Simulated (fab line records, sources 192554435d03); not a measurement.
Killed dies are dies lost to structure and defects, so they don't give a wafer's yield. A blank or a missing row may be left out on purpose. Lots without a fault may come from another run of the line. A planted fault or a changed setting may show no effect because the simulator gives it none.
fab line records | flow n5_finfet | part 1 of 2: steps 1 to 15 of 22
record lots=5 wafers=15 last_day=18
route steps=1938 shown HKMG_FIN@433
lots that met no fault: from a run of the same line without faults
start_h: hours from the record's first day to the start of the lot's first wafer shown | wait_h: hours since the lot's step before | " the same as in the row above | L1.1+2: a row that stands for several wafers | - no value, or no start given | * or withheld: withheld | < > ~ a bound
route shown NAME@n: a module of which the file shows steps, and the number in the route of the first | usual: mean/standard deviation of fault-free wafers | same: alike in all rows | chamber/n: place in a boat | sites: the reading at each site | _std_site: their standard deviation | _edge_site: outer sites' mean less inner sites' | radius_mm: how far each site lies from the wafer's centre | mask NAME#n: copy n | behind: the tool/chamber that last shaped the wafer | hold: why the lot was held/for how many hours/how that ended | device: the transistor (n, p or np) that didn't switch | end of line: the same wafers' tests at the end of the route | a step without rows: its recipe alone | killed: dies lost to structure and defects at the first sort, not the wafer's yield | map: a wafer's dies, x killed, . not, _ none there
set.NAME: the setting as run; set.NAME@STEP: as run at that earlier step | model.NAME: the simulator's own value behind a step, which no gauge read
lots at some steps of the route; a table a step, a row a wafer
services: from which hour (start_h, from the record's first day; less than 0 if before it) a tool's chamber was out of use, for how many hours, and why
## steps
# step N5_HKMG_FIN_DESCUM_17
# recipe chemistry=O2 time_s=7.9 source_power_w=50 bias_power_w=20 pressure_mtorr=20 rf_frequency_hz=2.712e+07 temp_c=40 resist=CAR-ArF o2_flow_sccm=225
# usual bias_power_w=20.00/0.065 drypump_motor_current_A=5.7/0.4 oes_product_au=0.78/0.1 rf_vpp_V=242.8/1.1 showerhead_plenum_p_Torr=2.07/0.062 throttle_valve_pct=20.46/0.3
# columns lot.wafer tool chamber start_h wait_h bias_power_w drypump_motor_current_A oes_product_au rf_hours_counter_h rf_vpp_V showerhead_plenum_p_Torr throttle_valve_pct
L079.2 rie_diel-03 3 106.69 0.0 20.10 5.8 0.83 76 243.6 2.14 20.61
L079.4 " 0 " " 20.03 5.2 0.73 - 243.7 1.99 20.28
L079.6 " 3 " " 20.01 5.8 0.84 - 242.0 2.14 20.61
L085.1 rie_diel-01 3 144.62 0.8 19.97 6.1 0.85 62 241.8 2.04 20.03
L085.4 " 0 " " 20.07 4.8 0.68 - 243.2 2.06 20.74
L085.6 " 1 " " 19.89 6.3 0.68 - 243.4 2.07 20.71
L090.3 rie_diel-06 0 173.78 0.3 20.00 5.7 0.79 117 242.4 2.00 20.02
L090.4 " 2 " " 19.94 4.9 0.90 41 244.0 2.13 20.58
L090.5 " 0 " " 20.09 5.7 0.78 - 242.3 2.00 19.98
L093.1 rie_diel-06 2 192.50 0.0 19.99 4.9 0.91 46 244.1 2.13 20.58
L093.4 " 3 " " 20.03 6.0 0.66 235 242.6 2.09 20.96
L093.5 " 2 " " 19.94 4.9 0.91 - 244.3 2.13 20.58
L096.2 rie_diel-03 3 209.28 0.0 19.94 5.8 0.78 116 243.8 2.12 20.69
L096.4 " 1 " " 20.11 5.9 0.89 - 242.6 2.15 20.11
L096.6 " 0 " " 19.98 5.2 0.70 - 241.0 1.98 20.35
# step N5_HKMG_FIN_ETCH_31
# recipe chemistry=CF4 target=SiARC target_depth_a=455 mask_material=CAR-ArF time_s=75.8 ion_energy_ev=80 pressure_mtorr=40 source_w=545 bias_w=36 Ar_flow_sccm=100 cf4_flow_sccm=100 ends=cleared
# usual drypump_motor_current_A=5.7/0.4 etch_rf_on_time_s=75.5/1.9 oes_product_au=0.67/0.084 rf_vpp_V=183.8/1.1 showerhead_plenum_p_Torr=2.11/0.05 throttle_valve_pct=15.61/0.29
# columns lot.wafer tool chamber start_h wait_h drypump_motor_current_A etch_rf_on_time_s oes_product_au rf_hours_counter_h rf_vpp_V showerhead_plenum_p_Torr throttle_valve_pct
L079.2 rie_diel-03 3 106.72 0.0 5.8 75.6 0.70 76 184.0 2.16 15.62
L079.4 " 0 " " 5.2 76.9 0.63 - 183.7 2.05 15.51
L079.6 " 3 " " 5.8 76.0 0.69 - 183.8 2.16 15.65
L085.1 rie_diel-01 3 144.65 0.0 6.1 75.5 0.73 62 181.5 2.08 15.14
L085.4 " 0 " " 4.8 75.3 0.60 - 184.8 2.14 16.09
L085.6 " 1 " " 6.3 79.0 0.57 - 183.7 2.10 15.79
L090.3 rie_diel-06 0 173.81 0.0 5.7 73.9 0.68 117 182.9 2.07 15.37
L090.4 " 2 " " 4.9 72.9 0.78 41 184.7 2.16 15.61
L090.5 " 0 " " 5.8 74.2 0.68 - 183.2 2.07 15.36
L093.1 rie_diel-06 2 192.54 0.0 4.9 74.8 0.77 46 185.8 2.16 15.62
L093.4 " 3 " " 6.0 78.8 0.56 235 184.1 2.11 15.99
L093.5 " 2 " " 4.9 74.4 0.77 - 185.8 2.16 15.62
L096.2 rie_diel-03 3 209.32 0.0 5.8 74.4 0.67 116 183.9 2.15 15.72
L096.4 " 1 " " 5.8 72.9 0.77 - 183.3 2.17 15.14
L096.6 " 0 " " 5.2 74.9 0.60 - 182.0 2.04 15.60
# step N5_HKMG_FIN_ETCH_32
# recipe chemistry=N2/H2 target=SOC target_depth_a=2400 temp_c=40 time_s=300 ion_energy_ev=200 mask_material=SiARC pressure_mtorr=30 source_w=840 bias_w=150 n2_flow_sccm=200 h2_flow_sccm=200
# usual drypump_motor_current_A=5.7/0.4 oes_product_au=0.79/0.098 rf_vpp_V=523.0/1.9 showerhead_plenum_p_Torr=2.51/0.065 throttle_valve_pct=17.84/0.3
# columns lot.wafer tool chamber start_h wait_h drypump_motor_current_A oes_product_au rf_hours_counter_h rf_vpp_V showerhead_plenum_p_Torr throttle_valve_pct
L079.2 rie_diel-03 3 106.78 0.0 5.8 0.81 76 523.8 2.58 18.02
L079.4 " 0 " " 5.2 0.73 - 520.7 2.45 17.94
L079.6 " 3 " " 5.8 0.81 - 524.0 2.58 18.02
L085.1 rie_diel-01 3 144.71 0.0 6.1 0.85 62 522.3 2.47 17.40
L085.4 " 0 " " 4.9 0.70 - 523.1 2.51 18.18
L085.6 " 1 " " 6.3 0.68 - 523.4 2.48 17.87
L090.3 rie_diel-06 0 173.87 0.0 5.8 0.79 117 521.0 2.44 17.45
L090.4 " 2 " " 4.9 0.93 42 524.8 2.59 18.05
L090.5 " 0 " " 5.8 0.79 - 519.4 2.44 17.46
L093.1 rie_diel-06 2 192.59 0.0 4.9 0.91 46 525.7 2.59 18.05
L093.4 " 3 " " 6.0 0.66 235 524.1 2.50 18.20
L093.5 " 2 " " 4.9 0.92 - 524.3 2.59 18.06
L096.2 rie_diel-03 3 209.37 0.0 5.8 0.77 116 524.1 2.57 18.10
L096.4 " 1 " " 5.9 0.90 - 525.0 2.59 17.32
L096.6 " 0 " " 5.2 0.71 - 518.7 2.43 18.00
# step N5_HKMG_FIN_STRIP_33
# recipe chemistry=N2/H2 temp_c=40 n2_flow_sccm=200 h2_flow_sccm=200 rf_frequency_hz=6e+07
# columns lot.wafer tool chamber start_h wait_h
L079.2+4+6 rie_diel-03 3,0,3 106.96 0.1
L085.1+4+6 rie_diel-01 3,0,1 144.89 0.1
L090.3+4+5 rie_diel-06 0,2,0 174.05 0.1
L093.1+4+5 rie_diel-06 2,3,2 192.77 0.1
L096.2+4+6 rie_diel-03 3,1,0 209.56 0.1
# step N5_HKMG_FIN_STRIP_34
# recipe chemistry=CF4 resist=SiARC power_w=300 bias_power_w=75 pressure_mtorr=50 cf4_flow_sccm=150 rf_frequency_hz=6e+07
# usual bias_power_w=75.00/0.2 drypump_motor_current_A=5.7/0.4 oes_product_au=0.77/0.092 rf_vpp_V=270.7/1.3 showerhead_plenum_p_Torr=1.77/0.044 throttle_valve_pct=13.57/0.3
# columns lot.wafer tool chamber start_h wait_h bias_power_w drypump_motor_current_A oes_product_au rf_hours_counter_h rf_vpp_V showerhead_plenum_p_Torr throttle_valve_pct
L079.2 rie_diel-03 3 106.97 0.0 75.09 5.8 0.80 77 271.0 1.80 13.54
L079.4 " 0 " " 74.85 5.2 0.73 - 269.6 1.71 13.47
L079.6 " 3 " " 75.05 5.8 0.80 - 272.7 1.80 13.55
L085.1 rie_diel-01 3 144.90 0.0 75.37 6.1 0.84 62 269.5 1.74 13.09
L085.4 " 0 " " 74.76 4.9 0.69 - 269.4 1.79 14.07
L085.6 " 1 " " 75.40 6.3 0.69 - 270.8 1.75 13.78
L090.3 rie_diel-06 0 174.06 0.0 75.12 5.7 0.78 117 268.9 1.73 13.31
L090.4 " 2 " " 75.24 4.9 0.89 42 272.2 1.81 13.53
L090.5 " 0 " " 74.67 5.7 0.78 - 270.9 1.73 13.31
L093.1 rie_diel-06 2 192.78 0.0 75.25 4.9 0.88 46 273.1 1.80 13.54
L093.4 " 3 " " 75.30 6.0 0.67 235 269.5 1.77 14.01
L093.5 " 2 " " 75.16 4.9 0.89 - 270.5 1.80 13.57
L096.2 rie_diel-03 3 209.57 0.0 74.98 5.8 0.76 116 271.4 1.79 13.65
L096.4 " 1 " " 74.76 5.8 0.88 - 272.3 1.83 13.15
L096.6 " 0 " " 74.93 5.2 0.70 - 268.0 1.70 13.56
# step N5_HKMG_FIN_ETCH_35
# recipe chemistry=N2/H2 target=SOC target_depth_a=2158 ion_energy_ev=65 bias_w=5 source_w=3000 time_s=243.4 pressure_mtorr=30 n2_flow_sccm=200 h2_flow_sccm=200
# usual drypump_motor_current_A=5.7/0.4 oes_product_au=0.78/0.098 rf_vpp_V=141.2/0.99 showerhead_plenum_p_Torr=2.51/0.065 throttle_valve_pct=17.85/0.3
# columns lot.wafer tool chamber start_h wait_h drypump_motor_current_A oes_product_au rf_hours_counter_h rf_vpp_V showerhead_plenum_p_Torr throttle_valve_pct
L079.2 rie_diel-03 3 106.99 0.0 5.8 0.81 77 140.9 2.58 18.03
L079.4 " 0 " " 5.2 0.73 - 140.2 2.45 17.93
L079.6 " 3 " " 5.8 0.81 - 140.8 2.58 18.04
L085.1 rie_diel-01 3 144.92 0.0 6.1 0.86 62 140.6 2.47 17.41
L085.4 " 0 " " 4.8 0.71 - 140.7 2.51 18.19
L085.6 " 1 " " 6.3 0.67 - 141.1 2.48 17.89
L090.3 rie_diel-06 0 174.08 0.0 5.8 0.78 117 141.6 2.44 17.48
L090.4 " 2 " " 4.9 0.92 42 140.6 2.59 18.06
L090.5 " 0 " " 5.8 0.79 - 140.9 2.44 17.47
L093.1 rie_diel-06 2 192.80 0.0 4.9 0.90 46 142.3 2.59 18.06
L093.4 " 3 " " 6.0 0.66 235 141.2 2.50 18.19
L093.5 " 2 " " 4.9 0.91 - 141.6 2.59 18.06
L096.2 rie_diel-03 3 209.59 0.0 5.8 0.77 116 141.1 2.57 18.11
L096.4 " 1 " " 5.9 0.90 - 142.5 2.59 17.34
L096.6 " 0 " " 5.2 0.70 - 138.9 2.43 18.01
# step N5_HKMG_FIN_STRIP_92
# recipe chemistry=N2/H2 material=SOC time_s=20 power_w=500 temp_c=40 pressure_mtorr=50 rf_frequency_hz=6e+07 bias_power_w=8 h2_frac=0.5 n2_flow_sccm=300 h2_flow_sccm=300
# usual bias_power_w=8.001/0.025 drypump_motor_current_A=5.7/0.4 oes_product_au=0.78/0.098 rf_vpp_V=54.2/0.84 showerhead_plenum_p_Torr=3.32/0.082 throttle_valve_pct=19.0/0.4
# columns lot.wafer tool chamber start_h wait_h bias_power_w drypump_motor_current_A oes_product_au rf_hours_counter_h rf_vpp_V showerhead_plenum_p_Torr throttle_valve_pct
L079.2 rie_diel-03 3 107.14 0.1 8.004 5.8 0.82 77 55.1 3.41 19.4
L079.4 " 0 " " 7.997 5.2 0.73 - 53.8 3.24 19.3
L079.6 " 3 " " 8.003 5.8 0.83 - 53.8 3.41 19.4
L085.1 rie_diel-01 3 145.07 0.1 8.010 6.1 0.85 62 53.6 3.27 18.5
L085.4 " 0 " " 8.003 4.9 0.70 - 53.4 3.32 19.3
L085.6 " 1 " " 8.011 6.3 0.68 - 54.1 3.28 18.8
L090.3 rie_diel-06 0 174.23 0.1 8.018 5.8 0.78 118 53.5 3.23 18.5
L090.4 " 2 " " 7.971 4.9 0.90 42 53.7 3.42 19.3
L090.5 " 0 " " 7.998 5.8 0.79 - 52.5 3.23 18.5
L093.1 rie_diel-06 2 192.95 0.1 7.984 4.9 0.90 46 53.0 3.42 19.4
L093.4 " 3 " " 7.993 6.0 0.66 235 54.0 3.31 19.4
L093.5 " 2 " " 8.035 4.9 0.91 - 53.9 3.42 19.4
L096.2 rie_diel-03 3 209.73 0.1 7.998 5.8 0.79 116 53.9 3.39 19.5
L096.4 " 1 " " 7.993 5.9 0.90 - 54.2 3.42 18.3
L096.6 " 0 " " 8.019 5.2 0.70 - 55.0 3.22 19.3
# step N5_HKMG_FIN_WET_ETCH_18
# recipe chemistry=SC1 target=TiN mix=1:1:5 temp_c=* time_s=55 target_depth_nm=5.2 dry=ipa_marangoni rinse_time_s=30 rinse_temp_c=23
# columns lot.wafer tool chamber start_h wait_h
L079.2+4+6 wet_bench-05 0,3,2 107.22 0.1
L085.1+4+6 wet_bench-04 4,3,2 145.16 0.1
L090.3+4+5 wet_bench-04 2,5,7 174.31 0.1
L093.1+4+5 wet_bench-04 7,0,2 193.04 0.1
L096.2+4+6 wet_bench-03 6,4,2 209.82 0.1
# step N5_HKMG_FIN_STRIP_19
# recipe chemistry=N2/H2 power_w=2500 temp_c=300 h2_frac=0.65 time_s=360 pressure_mtorr=withheld n2_flow_sccm=1750 h2_flow_sccm=3250
# usual drypump_motor_current_A=5.7/0.5 heater_power_w=472/14
# columns lot.wafer tool chamber start_h wait_h drypump_motor_current_A heater_power_w rf_hours_counter_h
L079.2 plasma_asher-02 0 107.28 0.0 6.2 469 43
L079.4 " 1 " " 5.8 487 -
L079.6 " 0 " " 6.2 468 -
L085.1 plasma_asher-01 0 145.22 0.0 5.7 488 102
L085.4 " 0 " " 5.7 477 -
L085.6 " 0 " " 5.7 487 -
L090.3 plasma_asher-02 0 174.49 0.1 6.2 486 -
L090.4 " 1 " " 5.8 490 -
L090.5 " 1 " " 5.8 471 -
L093.1 plasma_asher-01 0 193.10 0.0 5.7 492 111
L093.4 " 0 " " 5.7 485 -
L093.5 " 0 " " 5.7 477 -
L096.2 plasma_asher-02 1 209.88 0.0 5.8 477 64
L096.4 " 0 " " 6.2 461 -
L096.6 " 1 " " 5.8 484 -
# step N5_HKMG_FIN_ALD_91
# recipe material=TiN target_thk_a=10 temp_c=400 ald_precursor_family=TiCl4 ald_co_reactant=NH3 pulse_time_s=1 purge_time_s=3 co_reactant_purge_time_s=2 co_reactant_pulse_time_s=2 ald_cycles=47 pressure_torr=3
# usual chamber_pressure_Torr=3.000/0.0069 heater_power_w=893/84 precursor_pulse_height_rel=1.000/0.02
# columns lot.wafer tool chamber start_h wait_h chamber_pressure_Torr heater_power_w precursor_pulse_height_rel
L079.2 ald_metal-03 0 107.67 0.3 3.000 884 1.016
L079.4 " 0 " " 3.005 855 1.026
L079.6 " 2 " " 2.986 1020 1.036
L085.1 ald_metal-03 2 145.61 0.3 2.999 1005 1.011
L085.4 " 3 " " 3.004 685 0.996
L085.6 " 3 " " 2.993 698 0.995
L090.3 ald_metal-03 3 174.76 0.1 2.996 692 0.979
L090.4 " 1 " " 3.002 1027 0.956
L090.5 " 1 " " 2.996 1016 0.982
L093.1 ald_metal-04 0 193.48 0.3 2.992 829 0.970
L093.4 " 1 " " 2.992 961 0.988
L093.5 " 2 " " 3.001 992 0.975
L096.2 ald_metal-01 2 210.26 0.3 3.001 744 1.016
L096.4 " 0 " " 3.003 824 1.031
L096.6 " 3 " " 2.998 928 1.001
# step N5_HKMG_FIN_COAT_85
# recipe resist=SOC temp_c=250 time_s=60 spin_rpm=1500 resist_thk_nm=300
# usual chill_plate_temp_C=23.00/0.1 spin_speed_rpm=1500.1/1.1
# columns lot.wafer tool chamber start_h wait_h chill_plate_temp_C spin_speed_rpm
L079.2 litho_track-03 0 107.95 0.2 23.00 1501.9
L079.4 " 0 " " 23.17 1501.7
L079.6 " 0 " " 23.04 1499.6
L085.1 litho_track-03 0 145.88 0.2 22.88 1500.6
L085.4 " 0 " " 23.02 1499.3
L085.6 " 0 " " 22.97 1499.5
L090.3 litho_track-02 0 175.04 0.2 23.03 1498.7
L090.4 " 0 " " 22.82 1496.8
L090.5 " 0 " " 23.08 1498.8
L093.1 litho_track-04 0 193.76 0.2 23.14 1500.2
L093.4 " 0 " " 22.99 1500.0
L093.5 " 0 " " 23.03 1500.2
L096.2 litho_track-03 0 210.54 0.2 23.10 1500.4
L096.4 " 0 " " 23.29 1500.0
L096.6 " 0 " " 23.13 1501.3
# step N5_HKMG_FIN_ETCH_86
# recipe chemistry=N2/H2 target=SOC target_depth_a=3932 stop_on=TiN ion_energy_ev=100 bias_w=61 pressure_mtorr=30 source_w=850 n2_flow_sccm=200 h2_flow_sccm=200
# usual drypump_motor_current_A=5.7/0.42 oes_product_au=0.77/0.096 rf_vpp_V=240.3/1.2 showerhead_plenum_p_Torr=2.51/0.068 throttle_valve_pct=17.8/0.3
# columns lot.wafer tool chamber start_h wait_h drypump_motor_current_A oes_product_au rf_hours_counter_h rf_vpp_V showerhead_plenum_p_Torr throttle_valve_pct
L079.2 rie_diel-01 2 108.01 - 5.8 0.96 3 240.4 2.48 17.6
L079.4 " 3 " " 6.1 0.85 49 238.0 2.48 17.3
L079.6 " 3 " " 6.1 0.86 - 239.9 2.48 17.4
L085.1 rie_diel-03 3 146.37 - 5.8 0.79 91 240.6 2.58 18.0
L085.4 " 2 " " 5.8 0.69 247 239.0 2.40 18.1
L085.6 " 2 " " 5.8 0.69 - 237.3 2.40 18.1
L090.3 rie_diel-03 3 175.10 - 5.8 0.78 104 241.6 2.57 18.0
L090.4 " 3 " " 5.8 0.77 - 241.6 2.57 18.0
L090.5 " 1 " " 5.8 0.91 - 242.3 2.59 17.3
L093.1 rie_diel-03 2 193.83 - 5.9 0.98 2 241.6 2.72 17.7
L093.4 " 1 " " 5.9 0.89 28 241.0 2.59 17.3
L093.5 " 0 " " 5.2 0.70 - 239.7 2.43 17.9
L096.2 rie_diel-06 3 210.60 - 6.0 0.65 239 240.3 2.50 18.2
L096.4 " 2 " " 4.9 0.88 50 242.6 2.59 18.0
L096.6 " 0 " " 5.8 0.77 - 239.1 2.44 17.5
# step N5_HKMG_FIN_STRIP_89
# recipe chemistry=N2/H2 material=SOC time_s=20 power_w=500 temp_c=40 pressure_mtorr=50 rf_frequency_hz=6e+07 bias_power_w=8 h2_frac=0.5 n2_flow_sccm=300 h2_flow_sccm=300
# usual bias_power_w=8.001/0.024 drypump_motor_current_A=5.7/0.42 oes_product_au=0.78/0.097 rf_vpp_V=54.2/0.9 showerhead_plenum_p_Torr=3.32/0.086 throttle_valve_pct=18.9/0.41
# columns lot.wafer tool chamber start_h wait_h bias_power_w drypump_motor_current_A oes_product_au rf_hours_counter_h rf_vpp_V showerhead_plenum_p_Torr throttle_valve_pct
L079.2 rie_diel-01 2 108.07 0.0 8.022 5.8 0.95 3 54.0 3.28 18.7
L079.4 " 3 " " 8.014 6.1 0.87 49 54.9 3.28 18.5
L079.6 " 3 " " 7.980 6.1 0.86 - 53.4 3.28 18.5
L085.1 rie_diel-03 3 146.43 0.0 7.996 5.8 0.81 91 54.0 3.40 19.4
L085.4 " 2 " " 8.034 5.9 0.68 247 53.3 3.18 19.2
L085.6 " 2 " " 8.021 5.9 0.69 - 52.9 3.18 19.2
L090.3 rie_diel-03 3 175.16 0.0 7.983 5.8 0.79 104 53.5 3.40 19.4
L090.4 " 3 " " 7.993 5.8 0.79 - 54.4 3.39 19.5
L090.5 " 1 " " 7.968 5.9 0.93 - 54.6 3.42 18.3
L093.1 rie_diel-03 2 193.89 0.0 8.025 5.8 0.96 2 55.8 3.58 18.8
L093.4 " 1 " " 8.027 5.8 0.92 28 52.0 3.42 18.3
L093.5 " 0 " " 7.968 5.2 0.70 - 53.7 3.22 19.4
L096.2 rie_diel-06 3 210.66 0.0 8.027 6.0 0.67 239 52.5 3.31 19.4
L096.4 " 2 " " 8.008 4.9 0.89 50 55.1 3.42 19.4
L096.6 " 0 " " 8.039 5.8 0.78 - 55.4 3.22 18.5
# step N5_HKMG_FIN_WET_ETCH_87
# recipe chemistry=SC1 target=TiN mix=1:2:40 temp_c=50 time_s=154.2 target_depth_nm=4.7 dry=ipa_marangoni rinse_time_s=30 rinse_temp_c=23
# columns lot.wafer tool chamber start_h wait_h
L079.2+4+6 wet_bench-03 7,2,4 108.17 0.1
L085.1+4+6 wet_bench-03 3,6,4 146.56 0.1
L090.3+4+5 wet_bench-04 4,1,3 175.26 0.1
L093.1+4+5 wet_bench-05 4,3,6 193.99 0.1
L096.2+4+6 wet_bench-05 0,4,5 210.76 0.1
# step N5_HKMG_FIN_STRIP_88
# recipe chemistry=N2/H2 power_w=2500 temp_c=300 h2_frac=0.65 time_s=360 pressure_mtorr=withheld n2_flow_sccm=1750 h2_flow_sccm=3250
# usual drypump_motor_current_A=5.6/0.54 heater_power_w=471/15
# columns lot.wafer tool chamber start_h wait_h drypump_motor_current_A heater_power_w rf_hours_counter_h
L079.2 plasma_asher-01 0 108.25 0.0 5.7 474 94
L079.4 " 1 " " 4.7 449 -
L079.6 " 0 " " 5.7 501 -
L085.1 plasma_asher-01 1 146.65 0.0 4.7 440 102
L085.4 " 1 " " 4.7 450 -
L085.6 " 0 " " 5.7 473 -
L090.3 plasma_asher-02 1 175.46 0.1 5.8 489 -
L090.4 " 0 " " 6.2 455 -
L090.5 " 0 " " 6.2 468 -
L093.1 plasma_asher-02 1 194.08 0.0 5.8 480 60
L093.4 " 1 " " 5.8 491 -
L093.5 " 1 " " 5.8 488 -
L096.2 plasma_asher-01 0 210.85 0.0 5.7 487 114
L096.4 " 1 " " 4.8 449 -
L096.6 " 0 " " 5.7 477 -
